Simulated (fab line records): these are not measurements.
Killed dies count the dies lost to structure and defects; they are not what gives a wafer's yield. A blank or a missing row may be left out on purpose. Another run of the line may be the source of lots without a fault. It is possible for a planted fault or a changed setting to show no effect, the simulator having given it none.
Matching of chambers ; flow nand_harc ; 3 sister chambers for NHARC_P_M0_PRE_CLEAN_31 on pecvd-02
The step time 12 s. 6 wafers are shown with their chamber, then 8 later ones without.

WAFERS PAIRED WITH THEIR CHAMBERS
wafer;chamber;heater_power_w (W)
L082.3;1;782
L083.3;1;772
L083.4;0;668
L094.3;0;709
L094.6;2;656
L092.1;2;679

WAFERS MISSING THEIR CHAMBER
wafer;heater_power_w (W)
L092.2;703
L092.4;666
L093.3;561
L093.5;688
L093.6;691
L095.1;662
L095.2;764
L095.5;763

EACH ONE'S CHAMBER
wafer;from the rows above;in truth
L092.2;can't be placed: 0 or 2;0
L092.4;can't be placed: 2 or 0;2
L093.3;can't be placed: 2 or 0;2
L093.5;can't be placed: 0 or 2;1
L093.6;can't be placed: 0 or 2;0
L095.1;can't be placed: 2 or 0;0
L095.2;1;1
L095.5;1;1
Correct placement for 2 of the 8. Not placeable from these rows: 6 (in 5, the candidates include the true chamber). Placed wrongly: 0.
How it was worked out, from the rows above alone: a wafer's distance from a chamber is the root of the sum, over the readings, of the square of ((its reading less the chamber's mean) divided by the reading's scatter). The wafer belongs to the nearest chamber; if the next one is less than 2 further off, it can't be placed. Each chamber's mean is taken over the wafers shown for it. The scatter: the root of (the sum of the squares of (reading less its chamber's mean) over the shown wafers, divided by (wafers less chambers)).
